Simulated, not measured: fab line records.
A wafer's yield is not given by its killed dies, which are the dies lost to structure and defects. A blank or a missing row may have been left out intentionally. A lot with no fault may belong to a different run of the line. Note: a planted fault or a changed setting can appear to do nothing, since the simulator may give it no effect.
fab line records	flow n5_finfet
record lots=7	wafers=21
route steps=1938 shown BEOL_M11@1546 BEOL_M12@1637 BEOL_M13@1665 BEOL_M14@1743 BEOL_M15@1797
start_h: start of the lot's first displayed wafer, in hours after the record's first day	wait_h: hours from the lot's prior step to this one	" identical to the entry in the row above	L1.1+2: one row covering several wafers at once	- no value, or no start given	* or withheld: withheld	< > ~ a bound
route shown NAME@n: names a module that has steps shown in the file, with the first one's number in the route	usual: mean/standard deviation taken from wafers without a fault	same: alike in all rows	chamber/n: place in a boat	sites: per-site readings	_std_site: standard deviation across them	_edge_site: outer sites' mean less inner sites'	radius_mm: how far each site lies from the wafer's centre	mask NAME#n: copy n	behind: tool/chamber where the wafer was last shaped	hold: reason for holding the lot/hours on hold/outcome of the hold	device: whichever transistor did not switch (one of n, p or np)	end of line: at the end of the route, the tests of the same wafers	a step without rows: its recipe alone	killed: dies that structure and defects cost at the first sort, which is not the same as the wafer's yield	map: a wafer's dies, x killed, . not, _ none there
set.NAME: the setting that was run; set.NAME@STEP: the one run at that earlier step	model.NAME: the simulator's own value behind a step, which no gauge read
lots whose settings were changed on purpose; a table a step, a row a wafer
## steps
# step N5_BEOL_M11_EXPOSE_08
# recipe mask_id=M11	na=1.35	source_shape=dipole	sigma_inner=0.411	sigma_outer=0.611	polarization=te	dose_mj=53.75
lot.wafer	tool	chamber	start_h	wait_h	mask	set.dose_mj
L074.1+2	arfi_scanner-02	0	224.55	-	M11#0	53.75
L074.3	"	0	"	"	M11#0	55.16
L077.3+4	arfi_scanner-01	0	249.59	-	M11#0	55.72
L077.5	"	0	"	"	M11#0	53.75
L078.1+3+5	arfi_scanner-01	0	249.78	-	M11#0	53.75
L080.1+2	arfi_scanner-01	0	275.89	-	M11#0	53.75
L080.3	"	0	"	"	M11#0	50.02
L084.4+5+6	arfi_scanner-02	0	302.60	-	M11#0	53.75
L088.1+2	arfi_scanner-01	0	338.72	-	M11#0	53.75
L088.5	"	0	"	"	M11#0	55.56
L096.2+3+6	arfi_scanner-01	0	377.80	-	M11#0	53.75
# step N5_BEOL_M11_PEB_09
# recipe peb_temp_c=withheld	peb_time_s=60	resist=CAR-ArF
# step N5_BEOL_M11_DEVELOP_10
# recipe develop_time_s=30	developer=TMAH	resist=CAR-ArF	rinse_liquid=diw	dry=air_spin	dev_temp_c=23
# step N5_BEOL_M11_CD_MEAS_11
# recipe target_cd_nm=64.1	landing_energy_ev=500	detector=se_inlens	polarity=opening
# usual cd_nm=64.0/0.58
lot.wafer	tool	chamber	start_h	wait_h	set.dose_mj@BEOL_M11_EXPOSE_08	cd_nm
L074.1	cd_sem-02	0	224.68	-	53.75	64.8
L074.2	"	0	"	"	53.75	64.5
L074.3	"	0	"	"	55.16	65.7
L077.3	cd_sem-02	0	249.71	-	55.72	65.1
L077.4	"	0	"	"	55.72	66.9
L077.5	"	0	"	"	53.75	64.4
L078.1	cd_sem-02	0	249.90	-	53.75	62.8
L078.3	"	0	"	"	53.75	64.0
L078.5	"	0	"	"	53.75	62.7
L080.1	cd_sem-03	0	276.01	-	53.75	64.4
L080.2	"	0	"	"	53.75	63.5
L080.3	"	0	"	"	50.02	60.2
L084.4	cd_sem-02	0	302.72	-	53.75	63.7
L084.5	"	0	"	"	53.75	63.5
L084.6	"	0	"	"	53.75	63.3
L088.1	cd_sem-01	0	338.84	-	53.75	63.9
L088.2	"	0	"	"	53.75	64.1
L088.5	"	0	"	"	55.56	66.7
L096.2	cd_sem-03	0	377.92	-	53.75	63.5
L096.3	"	0	"	"	53.75	63.6
L096.6	"	0	"	"	53.75	63.4
# step N5_BEOL_M11_DESCUM_16
# recipe chemistry=O2	time_s=7.9	source_power_w=50	bias_power_w=20	pressure_mtorr=20	rf_frequency_hz=2.712e+07	temp_c=40	resist=CAR-ArF	o2_flow_sccm=225
# step N5_BEOL_M11_ETCH_61
# recipe chemistry=CF4	target=SiARC	target_depth_a=390	mask_material=CAR-ArF	time_s=65	ion_energy_ev=80	pressure_mtorr=40	source_w=545	bias_w=36	Ar_flow_sccm=100	cf4_flow_sccm=100	ends=cleared
lot.wafer	tool	chamber	start_h	wait_h	set.dose_mj@BEOL_M11_EXPOSE_08	model.BEOL_M11.cd_offset_nm
L074.1+2	rie_diel-05	0,3	225.10	0.0	53.75	0.6
L074.3	"	1	"	"	55.16	1.8
L077.3	rie_diel-03	2	250.10	0.0	55.72	1.6
L077.4	"	3	"	"	55.72	2.8
L077.5	"	2	"	"	53.75	0.8
L078.1	rie_diel-03	0	250.65	0.0	53.75	-1.2
L078.3	"	2	"	"	53.75	0.2
L078.5	"	2	"	"	53.75	-1
L080.1	rie_diel-05	2	280.85	0.0	53.75	0.4
L080.2	"	1	"	"	53.75	-1.2
L080.3	"	0	"	"	50.02	-4
L084.4	rie_diel-06	2	302.85	0.0	53.75	0
L084.5	"	0	"	"	53.75	-0.2
L084.6	"	1	"	"	53.75	-0.4
L088.1+2	rie_diel-03	2,0	338.97	0.0	53.75	0.2
L088.5	"	1	"	"	55.56	2.8
L096.2	rie_diel-03	0	378.06	0.0	53.75	-0.2
L096.3+6	"	2	"	"	53.75	-0.4
# step N5_BEOL_M11_ETCH_62
# recipe chemistry=N2/H2	target=SOC	target_depth_a=1100	overetch_a=220	mask_material=SiARC	temp_c=40	time_s=165	ion_energy_ev=200	pressure_mtorr=30	source_w=840	bias_w=150	n2_flow_sccm=200	h2_flow_sccm=200
lot.wafer	tool	chamber	start_h	wait_h	set.dose_mj@BEOL_M11_EXPOSE_08	model.BEOL_M11.cd_offset_nm
L074.1	rie_diel-05	0	225.15	0.0	53.75	0.2
L074.2	"	3	"	"	53.75	0.6
L074.3	"	1	"	"	55.16	1.8
L077.3	rie_diel-03	2	250.15	0.0	55.72	1.8
L077.4	"	3	"	"	55.72	3
L077.5	"	2	"	"	53.75	0.8
L078.1	rie_diel-03	0	250.70	0.0	53.75	-1.2
L078.3	"	2	"	"	53.75	0.4
L078.5	"	2	"	"	53.75	-0.8
L080.1	rie_diel-05	2	280.90	0.0	53.75	0.4
L080.2	"	1	"	"	53.75	-1
L080.3	"	0	"	"	50.02	-4
L084.4+6	rie_diel-06	2,1	302.90	0.0	53.75	-0.2
L084.5	"	0	"	"	53.75	-0.4
L088.1	rie_diel-03	2	339.02	0.0	53.75	0.4
L088.2	"	0	"	"	53.75	0.6
L088.5	"	1	"	"	55.56	2.4
L096.2	rie_diel-03	0	378.11	0.0	53.75	0.2
L096.3+6	"	2	"	"	53.75	-0.4
# step N5_BEOL_M11_STRIP_68
# recipe chemistry=N2/H2	temp_c=40	n2_flow_sccm=200	h2_flow_sccm=200	rf_frequency_hz=6e+07
# step N5_BEOL_M11_STRIP_67
# recipe chemistry=CF4	resist=SiARC	power_w=300	bias_power_w=75	pressure_mtorr=50	cf4_flow_sccm=150	rf_frequency_hz=6e+07
# step N5_BEOL_M11_HM_OPEN_17
# recipe chemistry=Cl2/BCl3	target_depth_a=200	overetch_a=60	target=TiN	mask_material=SOC	ion_energy_ev=150	pressure_mtorr=10	icp_w=1000	bias_w=126	Cl2_flow_sccm=53.25	bcl3_flow_sccm=21.75	Ar_flow_sccm=25
# step N5_BEOL_M11_STRIP_19
# recipe chemistry=O2	power_w=400	temp_c=40	pressure_mtorr=30	rf_frequency_hz=6e+07	bias_power_w=0	overash_fraction=0.2	o2_flow_sccm=225
# step N5_BEOL_M11_CD_MEAS_18
# recipe pitch_nm=140	target_cd_nm=70
# usual cd_nm=69.9/0.69
lot.wafer	tool	chamber	start_h	wait_h	set.dose_mj@BEOL_M11_EXPOSE_08	cd_nm
L074.1	cd_sem-03	-	225.53	0.0	53.75	70.1
L074.2	"	-	"	"	53.75	70.5
L074.3	"	-	"	"	55.16	71.9
L077.3	cd_sem-01	-	250.66	0.1	55.72	71.8
L077.4	"	-	"	"	55.72	73.1
L077.5	"	-	"	"	53.75	70.8
L078.1	cd_sem-02	-	251.18	0.0	53.75	68.8
L078.3	"	-	"	"	53.75	70.4
L078.5	"	-	"	"	53.75	68.8
L080.1	cd_sem-01	-	283.76	0.0	53.75	70.8
L080.2	"	-	"	"	53.75	68.7
L080.3	"	-	"	"	50.02	66.0
L084.4	cd_sem-01	-	303.28	0.1	53.75	69.6
L084.5	"	-	"	"	53.75	69.2
L084.6	"	-	"	"	53.75	69.6
L088.1	cd_sem-02	-	339.38	0.0	53.75	70.1
L088.2	"	-	"	"	53.75	70.9
L088.5	"	-	"	"	55.56	72.4
L096.2	cd_sem-01	-	378.64	0.1	53.75	69.9
L096.3	"	-	"	"	53.75	69.4
L096.6	"	-	"	"	53.75	69.3
# step N5_BEOL_M11_COAT_63
# recipe resist=SOC	temp_c=250	time_s=60	spin_rpm=1500	resist_thk_nm=100
# step N5_BEOL_M11_COAT_64
# recipe resist=SiARC	temp_c=220	time_s=60	spin_rpm=1500	resist_thk_nm=30
# step N5_BEOL_M11_ECD_50
# recipe material=Cu	target_thk_a=3180
# step N5_BEOL_M11_ANNEAL_51
# recipe temp_c=225	time_s=90	ambient=N2
# step N5_BEOL_M11_CMP_52
# recipe stop_on=SiCOH_lowk	t_overpolish_s=7	down_force_psi=1	platen_rpm=50	clearing_platen_down_force_psi=1.5	clearing_platen_rpm=50	post_cmp_clean=cu_alkaline	target_thk_nm=140	clearing_platen_pad_velocity_m_s=0.99484	pad_velocity_m_s=0.99484
# usual barrier_field_endpoint_s=28.9/0.77
lot.wafer	tool	chamber	start_h	wait_h	set.time_s@BEOL_M11_PECVD_70	barrier_field_endpoint_s
L074.2	cmp-03	1	229.73	0.2	20.25	27.5
L074.1	"	3	"	"	20.25	27.2
L074.3	"	0	"	"	20.25	27.7
L077.3	cmp-02	2	255.44	0.2	22.7	28.2
L077.4	"	0	"	"	19.54	26.0
L077.5	"	2	"	"	22.7	28.7
L078.1	cmp-01	2	256.68	0.3	21.79	28.6
L078.3	"	3	"	"	21.79	27.9
L078.5	"	1	"	"	22.7	29.4
L080.2	cmp-03	0	291.70	0.2	20.96	27.6
L080.3	"	2	"	"	20.96	27.2
L080.1	"	3	"	"	22.7	28.8
L084.4	cmp-01	3	306.03	0.3	22.7	29.5
L084.5	"	3	"	"	22.7	28.9
L084.6	"	0	"	"	22.7	29.2
L088.1	cmp-03	2	345.18	0.3	22.7	28.8
L088.2	"	0	"	"	22.7	29.2
L088.5	"	3	"	"	22.7	28.5
L096.2	cmp-02	3	384.81	0.2	22.7	28.9
L096.3	"	0	"	"	22.7	28.8
L096.6	"	2	"	"	22.7	28.6
# step N5_BEOL_M12_ETCH_68
# recipe chemistry=N2/H2	target=SOC	mask_material=SiARC	source_w=3000	bias_w=350	temp_c=40	time_s=285	ion_energy_ev=200	pressure_mtorr=30	n2_flow_sccm=200	h2_flow_sccm=200
lot.wafer	tool	chamber	start_h	wait_h	set.time_s	model.SiARC_of_BEOL_M12_COAT_66.thk_nm
L074.1	rie_diel-02	2	232.00	0.1	336.5	80.2
L074.2	"	0	"	"	336.5	81.8
L074.3	"	3	"	"	285	85.8
L077.3	rie_diel-02	1	257.78	0.1	247.7	88.8
L077.4	"	0	"	"	285	85.8
L077.5	"	3	"	"	285	85.4
L078.1	rie_diel-01	1	258.73	0.1	285	85.2
L078.3	"	0	"	"	285	85.6
L078.5	"	1	"	"	285	85
L080.1	rie_diel-01	1	294.61	0.1	285	86
L080.2	"	0	"	"	301.2	84.6
L080.3	"	3	"	"	285	85.8
L084.4+5	rie_diel-01	3,0	309.38	0.1	285	86.4
L084.6	"	1	"	"	285	86
L088.1+5	rie_diel-02	0	347.60	0.1	285	86.6
L088.2	"	1	"	"	268.8	87.2
L096.2	rie_diel-04	3	387.80	0.1	285	86
L096.3	"	0	"	"	285	85.4
L096.6	"	2	"	"	285	85.8
# step N5_BEOL_M13_EXPOSE_07
# recipe mask_id=V12	na=0.93	source_shape=conventional	sigma_outer=0.6	polarization=unpolarized	attpsm_phase_deg=180	dose_mj=24.8
lot.wafer	tool	chamber	start_h	wait_h	mask	set.dose_mj
L074.1+2+3	krf_scanner-02	0	236.36	-	V12#0	24.8
L077.3+4	krf_scanner-01	0	260.86	-	V12#0	26.17
L077.5	"	0	"	"	V12#0	24.8
L078.1	krf_scanner-01	0	261.70	-	V12#0	24.8
L078.3+5	"	0	"	"	V12#0	25.51
L080.1	krf_scanner-01	0	298.30	-	V12#0	24.8
L080.2+3	"	0	"	"	V12#0	26.27
L084.4+5+6	krf_scanner-01	0	312.68	-	V12#0	24.8
L088.1+5	krf_scanner-01	0	355.48	-	V12#0	25.49
L088.2	"	0	"	"	V12#0	24.8
L096.2+3+6	krf_scanner-02	0	393.25	-	V12#0	24.8
# step N5_BEOL_M13_PEB_08
# recipe peb_temp_c=130	peb_time_s=90
# step N5_BEOL_M13_DEVELOP_09
# recipe develop_time_s=45	rinse_liquid=diw	dry=air_spin	dev_temp_c=21
# step N5_BEOL_M13_HARDBAKE_14
# recipe temp_c=130	time_s=120
# step N5_BEOL_M13_CD_MEAS_10
# recipe target_cd_nm=190	landing_energy_ev=500	detector=se_inlens	polarity=opening
# usual cd_nm=191.5/1.1
lot.wafer	tool	chamber	start_h	wait_h	set.dose_mj@BEOL_M13_EXPOSE_07	cd_nm
L074.1	cd_sem-02	0	236.53	-	24.8	189.9
L074.2	"	0	"	"	24.8	189.8
L074.3	"	0	"	"	24.8	190.6
L077.3	cd_sem-02	0	261.03	-	26.17	197.6
L077.4	"	0	"	"	26.17	199.2
L077.5	"	0	"	"	24.8	193.3
L078.1	cd_sem-01	0	261.88	-	24.8	192.2
L078.3	"	0	"	"	25.51	192.4
L078.5	"	0	"	"	25.51	194.1
L080.1	cd_sem-03	0	298.47	-	24.8	192.8
L080.2	"	0	"	"	26.27	198.2
L080.3	"	0	"	"	26.27	197.1
L084.4	cd_sem-01	0	312.84	-	24.8	191.3
L084.5	"	0	"	"	24.8	189.9
L084.6	"	0	"	"	24.8	192.2
L088.1	cd_sem-03	0	355.65	-	25.49	196.4
L088.2	"	0	"	"	24.8	192.4
L088.5	"	0	"	"	25.49	195.6
L096.2	cd_sem-03	0	393.42	-	24.8	191.4
L096.3	"	0	"	"	24.8	190.8
L096.6	"	0	"	"	24.8	192.2
# step N5_BEOL_M14_PEB_26
# recipe peb_temp_c=130	peb_time_s=90
lot.wafer	tool	chamber	start_h	wait_h	set.peb_temp_c
L074.1+2	litho_track-03	0	243.83	0.1	127.7
L074.3	"	0	"	"	130
L078.1+5	litho_track-02	0	268.85	0.1	130
L078.3	"	0	"	"	131.1
L077.3	litho_track-02	0	269.01	0.0	133.5
L077.4+5	"	0	"	"	130
L080.1+2	litho_track-01	0	305.82	0.1	130
L080.3	"	0	"	"	131.7
L084.4+5+6	litho_track-01	0	320.99	0.0	130
L088.1+2+5	litho_track-02	0	362.90	0.1	130
L096.2+3+6	litho_track-03	0	401.61	0.0	130
# step N5_BEOL_M14_DEVELOP_27
# recipe develop_time_s=45	rinse_liquid=diw	dry=air_spin	dev_temp_c=21
# step N5_BEOL_M14_HARDBAKE_32
# recipe temp_c=130	time_s=120
# step N5_BEOL_M14_CD_MEAS_28
# recipe target_cd_nm=284.4	landing_energy_ev=500	detector=se_inlens
# usual cd_nm=284.8/1.6
lot.wafer	tool	chamber	start_h	wait_h	set.peb_temp_c@BEOL_M14_PEB_26	cd_nm
L074.1	cd_sem-03	0	243.95	-	127.7	272.8
L074.2	"	0	"	"	127.7	270.3
L074.3	"	0	"	"	130	283.3
L078.1	cd_sem-02	0	268.96	-	130	283.6
L078.3	"	0	"	"	131.1	290.7
L078.5	"	0	"	"	130	285.5
L077.3	cd_sem-03	0	269.13	-	133.5	297.7
L077.4	"	0	"	"	130	285.3
L077.5	"	0	"	"	130	287.6
L080.1	cd_sem-02	0	305.93	-	130	285.0
L080.2	"	0	"	"	130	281.9
L080.3	"	0	"	"	131.7	293.7
L084.4	cd_sem-01	0	321.11	-	130	286.1
L084.5	"	0	"	"	130	283.9
L084.6	"	0	"	"	130	284.4
L088.1	cd_sem-03	0	363.02	-	130	284.5
L088.2	"	0	"	"	130	286.1
L088.5	"	0	"	"	130	283.0
L096.2	cd_sem-02	0	401.73	-	130	283.5
L096.3	"	0	"	"	130	282.8
L096.6	"	0	"	"	130	282.4
# step N5_BEOL_M14_DESCUM_33
# recipe chemistry=O2	time_s=7.9	source_power_w=50	bias_power_w=20	pressure_mtorr=20	rf_frequency_hz=2.712e+07	temp_c=40	o2_flow_sccm=225
lot.wafer	tool	chamber	start_h	wait_h	set.peb_temp_c@BEOL_M14_PEB_26	model.BEOL_M14.cd_nm
L074.1	rie_diel-04	3	244.17	0.2	127.7	272.6
L074.2	"	1	"	"	127.7	270.2
L074.3	"	0	"	"	130	282.6
L078.1	rie_diel-02	2	269.12	0.1	130	283.4
L078.3	"	1	"	"	131.1	290.6
L078.5	"	0	"	"	130	285
L077.3	rie_diel-01	1	269.21	0.0	133.5	297.6
L077.4	"	3	"	"	130	285.4
L077.5	"	3	"	"	130	287.6
L080.1	rie_diel-04	1	306.51	0.5	130	284.8
L080.2	"	0	"	"	130	282
L080.3	"	2	"	"	131.7	293.6
L084.4	rie_diel-04	0	321.21	0.0	130	286.2
L084.5	"	3	"	"	130	284
L084.6	"	2	"	"	130	284.2
L088.1	rie_diel-04	3	363.10	0.0	130	284.6
L088.2	"	1	"	"	130	286.4
L088.5	"	2	"	"	130	283.2
L096.2	rie_diel-01	3	401.82	0.0	130	283.8
L096.3	"	2	"	"	130	282.8
L096.6	"	3	"	"	130	282.2
# step N5_BEOL_M14_ETCH_67
# recipe chemistry=CF4	target=SiARC	target_depth_a=1430	time_s=238.3	ion_energy_ev=80	pressure_mtorr=40	source_w=545	bias_w=36	Ar_flow_sccm=100	cf4_flow_sccm=100	ends=cleared
# step N5_BEOL_M14_ETCH_68
# recipe chemistry=N2/H2	target=SOC	mask_material=SiARC	source_w=3000	bias_w=350	temp_c=40	time_s=450	ion_energy_ev=200	pressure_mtorr=30	n2_flow_sccm=200	h2_flow_sccm=200
lot.wafer	tool	chamber	start_h	wait_h	set.peb_temp_c@BEOL_M14_PEB_26	model.BEOL_M14.cd_nm
L074.1	rie_diel-04	3	244.35	0.1	127.7	268.4
L074.2	"	1	"	"	127.7	266.4
L074.3	"	0	"	"	130	279.4
L078.1	rie_diel-02	2	269.30	0.1	130	277.8
L078.3	"	1	"	"	131.1	283.8
L078.5	"	0	"	"	130	278.8
L077.3	rie_diel-01	1	269.39	0.1	133.5	295.4
L077.4	"	3	"	"	130	281
L077.5	"	3	"	"	130	282.8
L080.1	rie_diel-04	1	306.69	0.1	130	282.8
L080.2	"	0	"	"	130	281.4
L080.3	"	2	"	"	131.7	290.2
L084.4	rie_diel-04	0	321.51	0.1	130	282.6
L084.5	"	3	"	"	130	280.4
L084.6	"	2	"	"	130	281
L088.1+5	rie_diel-04	3,2	363.29	0.1	130	281.2
L088.2	"	1	"	"	130	283
L096.2	rie_diel-01	3	402.00	0.1	130	279
L096.3	"	2	"	"	130	277.6
L096.6	"	3	"	"	130	277.2
# step N5_BEOL_M14_TRENCH_ETCH_34
# recipe chemistry=C4F8/O2/Ar	target=SiO2	target_depth_a=5566.5	mask_material=SOC	he_inner_torr=15	he_outer_torr=30	time_s=126.9	ion_energy_ev=800	pressure_mtorr=20	source_w=1905	bias_w=2040	Ar_flow_sccm=400	C4F8_flow_sccm=16	O2_flow_sccm=12
# usual rf_vpp_V=2222/38
lot.wafer	tool	chamber	start_h	wait_h	set.bias_w	set.peb_temp_c@BEOL_M14_PEB_26	rf_vpp_V	model.BEOL_M14.cd_nm
L074.1	rie_diel-04	3	244.63	0.0	1873	127.7	2122	268.2
L074.2	"	1	"	"	2040	127.7	2193	266.4
L074.3	"	0	"	"	1873	130	2093	279
L078.1	rie_diel-02	2	269.57	0.0	2040	130	2140	278.2
L078.3	"	1	"	"	1896	131.1	2084	283.4
L078.5	"	0	"	"	2040	130	2224	278.4
L077.3	rie_diel-01	1	269.67	0.0	2040	133.5	2241	295.4
L077.4	"	3	"	"	2040	130	2265	280.6
L077.5	"	3	"	"	2040	130	2266	282.4
L080.1	rie_diel-04	1	306.97	0.0	2040	130	2194	282.6
L080.2	"	0	"	"	2212	130	2352	281.2
L080.3	"	2	"	"	2212	131.7	2377	290.8
L084.4	rie_diel-04	0	321.71	0.1	2040	130	2225	282.6
L084.5	"	3	"	"	2040	130	2252	280.6
L084.6	"	2	"	"	2040	130	2247	281.6
L088.1	rie_diel-04	3	363.56	0.0	2040	130	2251	281.2
L088.2	"	1	"	"	2040	130	2194	283
L088.5	"	2	"	"	1733	130	2001	281.4
L096.2	rie_diel-01	3	402.27	0.0	2040	130	2261	278.8
L096.3	"	2	"	"	2040	130	2256	277
L096.6	"	3	"	"	2040	130	2262	277
# step N5_BEOL_M15_COAT_22
# recipe spin_rpm=1704	resist_thk_nm=800
lot.wafer	tool	chamber	start_h	wait_h	set.spin_rpm	model.coat_of_BEOL_M15_COAT_22.thk_nm
L074.1	litho_track-05	0	-	-	1704	798
L074.2	"	0	"	"	1704	797.4
L074.3	"	0	"	"	1704	802
L078.1	litho_track-01	0	-	-	1704	799
L078.3	"	0	"	"	1704	798.8
L078.5	"	0	"	"	1704	797
L077.3	litho_track-04	0	-	-	1803	780.4
L077.4	"	0	"	"	1704	804.6
L077.5	"	0	"	"	1803	782.8
L080.1	litho_track-05	0	-	-	1704	804.8
L080.2	"	0	"	"	1577	835.6
L080.3	"	0	"	"	1704	803.6
L084.4	litho_track-05	0	-	-	1704	799.6
L084.5	"	0	"	"	1843	771
L084.6	"	0	"	"	1704	800.2
L088.1	litho_track-01	0	-	-	1575	832.4
L088.2	"	0	"	"	1704	798.4
L088.5	"	0	"	"	1704	800.6
L096.2	litho_track-05	0	-	-	1704	799.8
L096.3	"	0	"	"	1704	801
L096.6	"	0	"	"	1704	798.8
## key
split step=N5_BEOL_M11_EXPOSE_08	setting=dose_mj	stated=53.75	by=wafer
response step=N5_BEOL_M11_CD_MEAS_11	reading=cd_nm	change=+0.548	per=1%	r=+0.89
response step=N5_BEOL_M11_ETCH_61	reading=model.BEOL_M11.cd_offset_nm	change=+0.526	per=1%	r=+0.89
response step=N5_BEOL_M11_ETCH_62	reading=model.BEOL_M11.cd_offset_nm	change=+0.521	per=1%	r=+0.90
response step=N5_BEOL_M11_CD_MEAS_18	reading=cd_nm	change=+0.532	per=1%	r=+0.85
split step=N5_BEOL_M12_ETCH_68	setting=time_s	stated=285	by=wafer
response step=N5_BEOL_M12_ETCH_68	reading=model.SiARC_of_BEOL_M12_COAT_66.thk_nm	change=-0.248	per=1%	r=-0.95
split step=N5_BEOL_M13_EXPOSE_07	setting=dose_mj	stated=24.8	by=wafer
response step=N5_BEOL_M13_CD_MEAS_10	reading=cd_nm	change=+0.856	per=1%	r=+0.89
split step=N5_BEOL_M14_PEB_26	setting=peb_temp_c	stated=130	by=wafer
response step=N5_BEOL_M14_CD_MEAS_28	reading=cd_nm	change=+5.43	per=1%	r=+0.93
response step=N5_BEOL_M14_DESCUM_33	reading=model.BEOL_M14.cd_nm	change=+5.35	per=1%	r=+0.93
response step=N5_BEOL_M14_ETCH_68	reading=model.BEOL_M14.cd_nm	change=+5.69	per=1%	r=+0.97
response step=N5_BEOL_M14_TRENCH_ETCH_34	reading=model.BEOL_M14.cd_nm	change=+5.79	per=1%	r=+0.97
split step=N5_BEOL_M14_TRENCH_ETCH_34	setting=bias_w	stated=2040	by=wafer
response step=N5_BEOL_M14_TRENCH_ETCH_34	reading=rf_vpp_V	change=+14.9	per=1%	r=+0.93
split step=N5_BEOL_M15_COAT_22	setting=spin_rpm	stated=1704	by=wafer
response step=N5_BEOL_M15_COAT_22	reading=model.coat_of_BEOL_M15_COAT_22.thk_nm	change=-4	per=1%	r=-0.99
split outside_this_file step=N5_BEOL_M11_PECVD_70 setting=time_s
# split outside_this_file: this setting was split too, and the file shows its column; the key of that split is in another file
